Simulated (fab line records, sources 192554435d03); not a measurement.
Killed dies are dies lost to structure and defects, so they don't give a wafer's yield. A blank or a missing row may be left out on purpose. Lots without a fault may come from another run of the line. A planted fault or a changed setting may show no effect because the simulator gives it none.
fab line records | flow n5_finfet
record lots=24 wafers=72 last_day=18
route steps=1938 shown BEOL_M4@1056
lots that met no fault: from a run of the same line without faults
start_h: hours from the record's first day to the start of the lot's first wafer shown | wait_h: hours since the lot's step before | " the same as in the row above | L1.1+2: a row that stands for several wafers | - no value, or no start given | * or withheld: withheld | < > ~ a bound
route shown NAME@n: a module of which the file shows steps, and the number in the route of the first | usual: mean/standard deviation of fault-free wafers | same: alike in all rows | chamber/n: place in a boat | sites: the reading at each site | _std_site: their standard deviation | _edge_site: outer sites' mean less inner sites' | radius_mm: how far each site lies from the wafer's centre | mask NAME#n: copy n | behind: the tool/chamber that last shaped the wafer | hold: why the lot was held/for how many hours/how that ended | device: the transistor (n, p or np) that didn't switch | end of line: the same wafers' tests at the end of the route | a step without rows: its recipe alone | killed: dies lost to structure and defects at the first sort, not the wafer's yield | map: a wafer's dies, x killed, . not, _ none there
set.NAME: the setting as run; set.NAME@STEP: as run at that earlier step | model.NAME: the simulator's own value behind a step, which no gauge read
steps of the route over a sample of lots; a table a step, a row a wafer
services: from which hour (start_h, from the record's first day; less than 0 if before it) a tool's chamber was out of use, for how many hours, and why
## steps
# step N5_BEOL_M4_CD_MEAS_28
# recipe target_cd_nm=26.2 landing_energy_ev=500 detector=se_inlens target_cd_y_nm=24.1 polarity=opening
# usual cd_nm=26.18/0.21
# same landing_energy_ev=500
# columns lot.wafer tool chamber start_h wait_h cd_nm
L074.2 cd_sem-01 0 161.72 - 26.29
L074.3 " 0 " " 26.16
L074.4 " 0 " " 26.06
L075.1 cd_sem-02 0 165.60 - 26.35
L075.2 " 0 " " 26.42
L075.3 " 0 " " 26.44
L076.1 cd_sem-01 0 166.60 - 25.87
L076.2 " 0 " " 26.03
L076.5 " 0 " " 26.13
L077.3 cd_sem-01 0 179.14 - 26.26
L077.4 " 0 " " 26.16
L077.6 " 0 " " 26.06
L078.4 cd_sem-03 0 181.62 - 25.96
L078.5 " 0 " " 26.09
L078.6 " 0 " " 26.38
L080.1 cd_sem-01 0 193.02 - 25.98
L080.3 " 0 " " 26.28
L080.4 " 0 " " 26.46
L079.2 cd_sem-03 0 193.39 - 26.03
L079.3 " 0 " " 25.93
L079.6 " 0 " " 25.82
L081.1 cd_sem-02 0 203.70 - 26.45
L081.2 " 0 " " 26.05
L081.6 " 0 " " 25.96
L082.2 cd_sem-01 0 205.63 - 26.37
L082.4 " 0 " " 26.50
L082.5 " 0 " " 26.39
L084.1 cd_sem-03 0 209.13 - 26.46
L084.5 " 0 " " 26.39
L084.6 " 0 " " 26.22
L083.3 cd_sem-01 0 210.46 - 26.41
L083.4 " 0 " " 26.19
L083.5 " 0 " " 26.06
L085.2 cd_sem-01 0 219.21 - 26.34
L085.4 " 0 " " 26.17
L085.5 " 0 " " 26.28
L086.2 cd_sem-02 0 229.82 - 25.83
L086.3 " 0 " " 25.94
L086.6 " 0 " " 25.78
L088.1 cd_sem-03 0 239.01 - 26.13
L088.4 " 0 " " 26.60
L088.5 " 0 " " 26.19
L087.2 cd_sem-03 0 246.31 - 25.74
L087.3 " 0 " " 25.78
L087.5 " 0 " " 26.21
L089.2 cd_sem-01 0 252.28 - 26.41
L089.3 " 0 " " 26.09
L089.6 " 0 " " 26.14
L090.2 cd_sem-01 0 252.38 - 26.03
L090.3 " 0 " " 25.96
L090.5 " 0 " " 26.26
L092.1 cd_sem-02 0 255.68 - 25.95
L092.2 " 0 " " 26.33
L092.3 " 0 " " 26.37
L091.1 cd_sem-02 0 256.40 - 26.37
L091.4 " 0 " " 26.23
L091.5 " 0 " " 26.02
L093.3 cd_sem-02 0 266.91 - 26.30
L093.5 " 0 " " 26.35
L093.6 " 0 " " 26.18
L094.1 cd_sem-01 0 268.50 - 26.76
L094.4 " 0 " " 26.30
L094.5 " 0 " " 26.16
L095.2 cd_sem-03 0 292.33 - 26.15
L095.4 " 0 " " 26.58
L095.6 " 0 " " 26.51
L096.1 cd_sem-03 0 292.50 - 25.91
L096.2 " 0 " " 26.20
L096.4 " 0 " " 26.10
L097.2 cd_sem-03 0 298.60 - 25.99
L097.4 " 0 " " 26.13
L097.5 " 0 " " 25.82
# step N5_BEOL_M4_OVL_MEAS_29
# recipe points_per_wafer=522
# usual V3_OVL=0.5/0.69
# columns lot.wafer tool chamber start_h wait_h V3_OVL[nm]
L074.2 overlay-02 0 161.76 0.0 -0.3
L074.3 " 0 " " -0.5
L074.4 " 0 " " 0.8
L075.1 overlay-02 0 165.63 0.0 0.4
L075.2 " 0 " " 0.9
L075.3 " 0 " " 0.6
L076.1 overlay-01 0 166.63 0.0 1.5
L076.2 " 0 " " 1.5
L076.5 " 0 " " 2.4
L077.3 overlay-02 0 179.18 0.0 0.2
L077.4 " 0 " " 0.8
L077.6 " 0 " " -0.4
L078.4 overlay-02 0 181.66 0.0 0.8
L078.5 " 0 " " 0.9
L078.6 " 0 " " 0.8
L080.1 overlay-02 0 193.05 0.0 0.7
L080.3 " 0 " " 1.1
L080.4 " 0 " " 0.8
L079.2 overlay-02 0 193.42 0.0 0.2
L079.3 " 0 " " -0.3
L079.6 " 0 " " -0.2
L081.1 overlay-02 0 203.73 0.0 1.2
L081.2 " 0 " " 1.5
L081.6 " 0 " " 1.3
L082.2 overlay-02 0 205.67 0.0 1.3
L082.4 " 0 " " 1.2
L082.5 " 0 " " 1.1
L084.1 overlay-02 0 209.16 0.0 0.2
L084.5 " 0 " " -0.8
L084.6 " 0 " " -0.5
L083.3 overlay-01 0 210.50 0.0 0.5
L083.4 " 0 " " 0.7
L083.5 " 0 " " -0.3
L085.2 overlay-01 0 219.24 0.0 1.0
L085.4 " 0 " " 0.4
L085.5 " 0 " " 1.2
L086.2 overlay-02 0 229.86 0.0 0.6
L086.3 " 0 " " 1.1
L086.6 " 0 " " 1.0
L088.1 overlay-01 0 239.04 0.0 0.1
L088.4 " 0 " " -0.1
L088.5 " 0 " " 0.2
L087.2 overlay-01 0 246.35 0.0 -0.3
L087.3 " 0 " " 0.0
L087.5 " 0 " " -1.1
L089.2 overlay-01 0 252.32 0.0 0.3
L089.3 " 0 " " 0.4
L089.6 " 0 " " 0.2
L090.2 overlay-02 0 252.41 0.0 -0.1
L090.3 " 0 " " 0.2
L090.5 " 0 " " -0.5
L092.1 overlay-02 0 255.72 0.0 0.6
L092.2 " 0 " " 1.0
L092.3 " 0 " " 0.3
L091.1 overlay-01 0 256.43 0.0 -0.3
L091.4 " 0 " " 0.2
L091.5 " 0 " " -0.9
L093.3 overlay-02 0 266.95 0.0 0.2
L093.5 " 0 " " 0.5
L093.6 " 0 " " 0.0
L094.1 overlay-02 0 268.53 0.0 1.7
L094.4 " 0 " " 1.6
L094.5 " 0 " " 0.9
L095.2 overlay-01 0 292.36 0.0 0.6
L095.4 " 0 " " -0.1
L095.6 " 0 " " 0.0
L096.1 overlay-01 0 292.53 0.0 1.2
L096.2 " 0 " " 2.0
L096.4 " 0 " " 0.4
L097.2 overlay-02 0 298.64 0.0 -0.2
L097.4 " 0 " " -0.1
L097.5 " 0 " " 1.3
# step N5_BEOL_M4_VIA_ETCH_34
# recipe chemistry=C4F6/O2 target_depth_a=694 mask_material=SOC pressure_mtorr=15 ion_energy_ev=250 taper_deg=4 time_s=65.9 source_w=350 bias_w=170 Ar_flow_sccm=300 C4F6_flow_sccm=10 O2_flow_sccm=10
# usual drypump_motor_current_A=5.5/0.31 oes_product_au=0.84/0.071 rf_vpp_V=666/7.6 showerhead_plenum_p_Torr=2.87/0.086 throttle_valve_pct=30.74/0.28
# columns lot.wafer tool chamber start_h wait_h drypump_motor_current_A oes_product_au rf_hours_counter_h rf_vpp_V showerhead_plenum_p_Torr throttle_valve_pct
L074.2 rie_diel-03 1 163.97 0.0 5.6 0.69 232 673 2.81 30.78
L074.3 " 2 " " 5.7 0.91 22 680 3.02 30.43
L074.4 " 0 " " 5.1 0.88 - 657 2.78 30.80
L075.1 rie_diel-06 0 166.40 0.0 5.5 0.72 189 655 2.83 30.49
L075.2 " 1 " " 5.3 0.77 129 659 2.73 31.02
L075.3 " 2 " " 5.0 0.82 87 662 2.77 31.07
L076.1 rie_diel-06 3 171.19 0.0 6.5 0.71 205 673 2.93 30.92
L076.2 " 2 " " 5.0 0.83 89 663 2.77 31.09
L076.5 " 2 " " 4.9 0.82 - 662 2.77 31.08
L077.3 rie_diel-06 1 181.62 0.0 5.3 0.76 134 657 2.73 31.01
L077.4 " 0 " " 5.5 0.72 195 659 2.83 30.50
L077.6 " 1 " " 5.4 0.76 - 657 2.73 31.00
L078.4 rie_diel-03 0 187.44 0.0 5.1 0.87 44 655 2.78 30.80
L078.5 " 0 " " 5.1 0.86 - 656 2.78 30.79
L078.6 " 3 " " 5.7 0.99 - 671 2.91 31.05
L080.1 rie_diel-03 1 194.60 0.0 5.5 0.68 244 672 2.81 30.79
L080.3 " 3 " " 5.7 0.99 5 672 2.91 31.05
L080.4 " 0 " " 5.0 0.86 47 656 2.78 30.82
L079.2 rie_diel-03 3 197.25 0.0 5.7 0.97 7 671 2.91 31.06
L079.3 " 1 " " 5.5 0.68 245 670 2.81 30.78
L079.6 " 1 " " 5.6 0.68 - 674 2.81 30.79
L081.1 rie_diel-04 2 204.99 0.0 5.6 0.84 56 665 2.89 30.28
L081.2 " 3 " " 5.5 0.88 44 663 2.89 30.24
L081.6 " 3 " " 5.5 0.88 - 664 2.89 30.23
L082.2 rie_diel-04 1 207.66 0.0 5.7 0.93 12 666 2.91 30.67
L082.4 " 2 " " 5.7 0.85 57 666 2.89 30.30
L082.5 " 1 " " 5.7 0.94 - 667 2.91 30.68
L084.1 rie_diel-03 2 214.52 0.0 5.7 0.86 41 680 3.02 30.45
L084.5 " 2 " " 5.7 0.86 - 682 3.02 30.45
L084.6 " 0 " " 5.1 0.85 - 656 2.78 30.81
L083.3 rie_diel-04 2 219.05 0.0 5.7 0.85 61 667 2.88 30.31
L083.4 " 0 " " 5.4 0.80 77 666 2.98 31.02
L083.5 " 0 " " 5.4 0.80 - 666 2.98 31.03
L085.2 rie_diel-03 3 224.51 0.0 5.7 0.93 17 670 2.90 31.08
L085.4 " 3 " " 5.6 0.94 - 672 2.90 31.08
L085.5 " 2 " " 5.7 0.86 - 682 3.01 30.46
L086.2 rie_diel-03 0 234.83 0.0 5.0 0.84 64 656 2.77 30.83
L086.3 " 1 " " 5.6 0.94 3 671 2.80 30.54
L086.6 " 2 " " 5.7 0.84 - 679 3.01 30.46
L087.2 rie_diel-03 0 250.44 0.0 5.0 0.83 71 656 2.77 30.83
L087.3 " 3 " " 5.7 0.91 26 671 2.90 31.07
L087.5 " 1 " " 5.6 0.92 - 673 2.80 30.54
L088.1 rie_diel-06 3 253.76 0.0 6.5 0.70 228 673 2.92 30.94
L088.4 " 0 " " 5.5 0.71 222 657 2.82 30.52
L088.5 " 1 " " 5.3 0.75 - 657 2.72 31.03
L089.2 rie_diel-03 1 253.97 0.0 5.5 0.91 9 672 2.80 30.53
L089.3 " 3 " " 5.7 0.91 27 670 2.90 31.08
L089.6 " 0 " " 5.1 0.83 - 656 2.77 30.84
L090.2 rie_diel-04 1 256.62 0.0 5.7 0.88 31 668 2.90 30.70
L090.3 " 0 " " 5.4 0.79 91 664 2.97 31.04
L090.5 " 0 " " 5.4 0.79 - 666 2.97 31.05
L092.1 rie_diel-03 1 257.77 0.0 5.6 0.91 11 671 2.80 30.54
L092.2 " 2 " " 5.7 0.83 59 679 3.01 30.45
L092.3 " 3 " " 5.7 0.89 29 671 2.90 31.07
L091.1 rie_diel-04 3 261.79 0.0 5.5 0.85 64 663 2.88 30.25
L091.4 " 1 " " 5.7 0.89 32 667 2.90 30.72
L091.5 " 2 " " 5.7 0.81 - 667 2.88 30.32
L093.3 rie_diel-03 3 279.32 0.0 5.6 0.90 36 671 2.90 31.08
L093.5 " 0 " " 5.1 0.81 - 655 2.76 30.83
L093.6 " 3 " " 5.7 0.91 - 671 2.90 31.10
L094.1 rie_diel-04 3 282.00 0.0 5.5 0.85 70 663 2.87 30.26
L094.4 " 0 " " 5.4 0.77 99 665 2.97 31.05
L094.5 " 0 " " 5.4 0.79 - 665 2.97 31.04
L096.1 rie_diel-04 0 295.74 0.0 5.4 0.77 104 665 2.97 31.06
L096.2 " 1 " " 5.8 0.87 44 666 2.90 30.71
L096.4 " 3 " " 5.5 0.84 75 666 2.87 30.27
L095.2 rie_diel-03 1 298.98 0.0 5.6 0.88 26 672 2.79 30.56
L095.4 " 3 " " 5.7 0.88 43 671 2.89 31.08
L095.6 " 0 " " 5.0 0.80 - 656 2.76 30.83
L097.2 rie_diel-03 1 301.73 0.0 5.5 0.89 27 672 2.79 30.56
L097.4 " 3 " " 5.7 0.90 44 670 2.89 31.09
L097.5 " 0 " " 5.0 0.82 - 655 2.76 30.84
# step N5_BEOL_M4_ANNEAL_91
# recipe temp_c=400 time_s=240 ambient=vacuum
# usual heater_power_w=828/88
# columns lot.wafer tool chamber start_h wait_h heater_power_w
L074.2 pvd_sputter-03 - 166.22 0.0 778
L074.3 " - " " 793
L074.4 " - " " 699
L075.1 pvd_sputter-01 - 168.98 0.0 851
L075.2 " - " " 848
L075.3 " - " " 795
L076.1 pvd_sputter-01 - 173.44 0.0 827
L076.2 " - " " 691
L076.5 " - " " 703
L077.3 pvd_sputter-02 - 183.94 0.0 991
L077.4 " - " " 811
L077.6 " - " " 773
L078.4 pvd_sputter-02 - 190.10 0.0 797
L078.5 " - " " 865
L078.6 " - " " 1047
L080.1 pvd_sputter-01 - 197.33 0.0 864
L080.3 " - " " 805
L080.4 " - " " 694
L079.2 pvd_sputter-01 - 199.95 0.0 855
L079.3 " - " " 700
L079.6 " - " " 869
L081.1 pvd_sputter-02 - 207.68 0.0 1038
L081.2 " - " " 993
L081.6 " - " " 1001
L082.2 pvd_sputter-02 - 210.32 0.0 996
L082.4 " - " " 900
L082.5 " - " " 874
L084.1 pvd_sputter-01 - 216.91 0.0 871
L084.5 " - " " 857
L084.6 " - " " 864
L083.3 pvd_sputter-02 - 223.23 0.0 858
L083.4 " - " " 999
L083.5 " - " " 981
L085.2 pvd_sputter-02 - 226.93 0.0 1021
L085.4 " - " " 796
L085.5 " - " " 988
L086.2 pvd_sputter-01 - 237.80 0.0 869
L086.3 " - " " 692
L086.6 " - " " 889
L087.2 pvd_sputter-03 - 253.47 0.0 772
L087.3 " - " " 859
L087.5 " - " " 844
L088.1 pvd_sputter-01 - 256.21 0.0 875
L088.4 " - " " 851
L088.5 " - " " 862
L089.2 pvd_sputter-01 - 258.05 0.0 793
L089.3 " - " " 845
L089.6 " - " " 867
L090.2 pvd_sputter-03 - 259.36 0.0 806
L090.3 " - " " 850
L090.5 " - " " 701
L092.1 pvd_sputter-01 - 260.57 0.0 872
L092.2 " - " " 702
L092.3 " - " " 873
L091.1 pvd_sputter-03 - 264.92 0.0 842
L091.4 " - " " 821
L091.5 " - " " 793
L093.3 pvd_sputter-01 - 281.51 0.0 701
L093.5 " - " " 681
L093.6 " - " " 783
L094.1 pvd_sputter-01 - 284.44 0.0 853
L094.4 " - " " 788
L094.5 " - " " 700
L096.1 pvd_sputter-01 - 298.46 0.0 847
L096.2 " - " " 885
L096.4 " - " " 693
L095.2 pvd_sputter-03 - 301.39 0.0 854
L095.4 " - " " 806
L095.6 " - " " 875
L097.2 pvd_sputter-03 - 304.26 0.0 868
L097.4 " - " " 695
L097.5 " - " " 871
# step N5_BEOL_M4_DEP_57
# recipe material=SiCN target_thk_a=80 temp_c=withheld precursor=3MS/NH3 pressure_torr=3 rf_w=202 time_s=14
# usual showerhead_plenum_p_Torr=3.657/0.01 throttle_valve_pct=9.1/0.6
# columns lot.wafer tool chamber start_h wait_h showerhead_plenum_p_Torr throttle_valve_pct
L074.2 pecvd-03 2 167.86 0.0 3.657 8.6
L074.3 " 0 " " 3.660 9.7
L074.4 " 2 " " 3.647 8.7
L075.1 pecvd-01 2 170.54 0.0 3.670 8.2
L075.2 " 1 " " 3.653 8.7
L075.3 " 0 " " 3.659 9.4
L076.1 pecvd-01 0 175.05 0.0 3.650 9.5
L076.2 " 2 " " 3.674 8.2
L076.5 " 1 " " 3.644 8.9
L077.3 pecvd-01 1 185.77 0.0 3.643 8.9
L077.4 " 0 " " 3.657 9.3
L077.6 " 1 " " 3.649 8.7
L078.4 pecvd-02 2 191.79 0.0 3.671 8.8
L078.5 " 1 " " 3.666 9.0
L078.6 " 0 " " 3.673 9.2
L080.1 pecvd-02 1 198.97 0.0 3.667 9.0
L080.3 " 0 " " 3.666 9.1
L080.4 " 2 " " 3.671 8.9
L079.2 pecvd-03 1 201.51 0.0 3.658 10.1
L079.3 " 0 " " 3.658 10.0
L079.6 " 1 " " 3.654 10.0
L081.1 pecvd-02 2 209.26 0.0 3.675 9.0
L081.2 " 1 " " 3.650 9.3
L081.6 " 0 " " 3.664 9.2
L082.2 pecvd-01 0 212.17 0.0 3.646 9.7
L082.4 " 1 " " 3.640 8.6
L082.5 " 2 " " 3.673 8.3
L084.1 pecvd-02 1 218.48 0.0 3.664 9.4
L084.5 " 0 " " 3.655 9.3
L084.6 " 2 " " 3.671 8.7
L083.3 pecvd-03 0 224.82 0.0 3.645 9.6
L083.4 " 1 " " 3.652 10.0
L083.5 " 1 " " 3.655 10.1
L085.2 pecvd-01 0 228.65 0.0 3.650 9.6
L085.4 " 2 " " 3.673 7.9
L085.5 " 1 " " 3.637 9.0
L086.2 pecvd-01 0 239.45 0.0 3.644 9.8
L086.3 " 0 " " 3.650 9.6
L086.6 " 0 " " 3.653 9.6
L087.2 pecvd-02 1 255.04 0.0 3.666 9.1
L087.3 " 2 " " 3.674 8.8
L087.5 " 2 " " 3.674 9.1
L088.1 pecvd-02 2 257.78 0.0 3.663 8.9
L088.4 " 1 " " 3.656 9.3
L088.5 " 1 " " 3.656 9.0
L089.2 pecvd-03 0 260.08 0.0 3.647 9.9
L089.3 " 1 " " 3.652 9.8
L089.6 " 0 " " 3.654 9.9
L090.2 pecvd-02 1 260.93 0.0 3.660 9.4
L090.3 " 2 " " 3.663 8.8
L090.5 " 1 " " 3.663 9.3
L092.1 pecvd-03 0 262.13 0.0 3.650 10.0
L092.2 " 2 " " 3.644 7.9
L092.3 " 1 " " 3.661 9.6
L091.1 pecvd-03 2 266.48 0.0 3.653 7.8
L091.4 " 2 " " 3.648 7.8
L091.5 " 0 " " 3.646 10.2
L093.3 pecvd-02 1 283.07 0.0 3.665 9.0
L093.5 " 2 " " 3.671 9.0
L093.6 " 1 " " 3.652 9.2
L094.1 pecvd-02 2 286.30 0.0 3.665 9.2
L094.4 " 2 " " 3.670 9.0
L094.5 " 1 " " 3.664 9.2
L096.1 pecvd-02 2 300.02 0.0 3.661 9.2
L096.2 " 0 " " 3.664 9.1
L096.4 " 2 " " 3.673 9.3
L095.2 pecvd-01 1 302.96 0.0 3.632 8.9
L095.4 " 0 " " 3.650 9.5
L095.6 " 1 " " 3.651 8.7
L097.2 pecvd-03 0 305.82 0.0 3.646 9.9
L097.4 " 0 " " 3.642 10.2
L097.5 " 2 " " 3.651 7.9
# step N5_BEOL_M4_INSPECT_59
# recipe inspect_instrument=darkfield mode=post_dep
# usual raw_defect_count=75/23
# columns lot.wafer tool chamber start_h wait_h raw_defect_count
L074.2 defect_inspect-02 - 167.95 0.0 77
L074.3 " - " " 70
L074.4 " - " " 69
L075.1 defect_inspect-01 - 170.63 0.0 73
L075.2 " - " " 55
L075.3 " - " " 66
L076.1 defect_inspect-02 - 175.15 0.0 69
L076.2 " - " " 91
L076.5 " - " " 50
L077.3 defect_inspect-02 - 185.87 0.0 70
L077.4 " - " " 68
L077.6 " - " " 70
L078.4 defect_inspect-01 - 191.87 0.0 110
L078.5 " - " " 74
L078.6 " - " " 113
L080.1 defect_inspect-02 - 199.06 0.0 92
L080.3 " - " " 66
L080.4 " - " " 81
L079.2 defect_inspect-01 - 201.60 0.0 91
L079.3 " - " " 78
L079.6 " - " " 70
L081.1 defect_inspect-01 - 209.35 0.0 32
L081.2 " - " " 47
L081.6 " - " " 64
L082.2 defect_inspect-02 - 212.26 0.0 86
L082.4 " - " " 60
L082.5 " - " " 50
L084.1 defect_inspect-02 - 218.57 0.0 39
L084.5 " - " " 72
L084.6 " - " " 51
L083.3 defect_inspect-02 - 224.92 0.0 33
L083.4 " - " " 59
L083.5 " - " " 49
L085.2 defect_inspect-02 - 228.74 0.0 66
L085.4 " - " " 45
L085.5 " - " " 71
L086.2 defect_inspect-01 - 239.56 0.0 78
L086.3 " - " " 88
L086.6 " - " " 49
L087.2 defect_inspect-02 - 255.15 0.0 63
L087.3 " - " " 44
L087.5 " - " " 49
L088.1 defect_inspect-01 - 257.89 0.0 64
L088.4 " - " " 61
L088.5 " - " " 55
L089.2 defect_inspect-01 - 260.17 0.0 79
L089.3 " - " " 102
L089.6 " - " " 69
L090.2 defect_inspect-01 - 261.02 0.0 58
L090.3 " - " " 36
L090.5 " - " " 46
L092.1 defect_inspect-01 - 262.22 0.0 51
L092.2 " - " " 56
L092.3 " - " " 93
L091.1 defect_inspect-02 - 266.58 0.0 55
L091.4 " - " " 86
L091.5 " - " " 101
L093.3 defect_inspect-01 - 283.16 0.0 94
L093.5 " - " " 95
L093.6 " - " " 69
L094.1 defect_inspect-02 - 286.39 0.0 61
L094.4 " - " " 54
L094.5 " - " " 96
L096.1 defect_inspect-02 - 300.11 0.0 114
L096.2 " - " " 102
L096.4 " - " " 178
L095.2 defect_inspect-01 - 303.05 0.0 89
L095.4 " - " " 129
L095.6 " - " " 77
L097.2 defect_inspect-01 - 305.91 0.0 92
L097.4 " - " " 102
L097.5 " - " " 87
## services
# columns tool chamber start_h hours kind
pecvd-01 0 146.31 2.1 scheduled_down
rie_diel-03 3 148.21 - clean
rie_diel-03 3 148.21 - consumable_replace:focus_ring
rie_diel-03 3 148.21 29.4 scheduled_down
rie_diel-03 3 148.21 29.4 vent_cycle
rie_diel-04 1 149.34 - clean
rie_diel-04 1 149.34 - consumable_replace:focus_ring
rie_diel-04 1 149.34 18.4 scheduled_down
rie_diel-04 1 149.34 18.4 vent_cycle
pecvd-02 1 151.52 2.1 scheduled_down
pecvd-03 2 202.38 - clean
pecvd-03 2 202.38 - consumable_replace:showerhead
pecvd-03 2 202.38 29.0 scheduled_down
pecvd-03 2 202.38 29.0 vent_cycle
rie_diel-03 1 211.40 - clean
rie_diel-03 1 211.40 - consumable_replace:focus_ring
rie_diel-03 1 211.40 17.4 scheduled_down
rie_diel-03 1 211.40 17.4 vent_cycle
rie_diel-06 3 226.21 11.0 repair
pecvd-01 2 234.74 4.8 repair
pecvd-01 0 247.98 5.0 scheduled_down
pecvd-02 0 253.33 6.3 repair
pecvd-01 2 257.52 2.1 scheduled_down
rie_diel-03 2 276.78 12.1 repair
## key
fault none
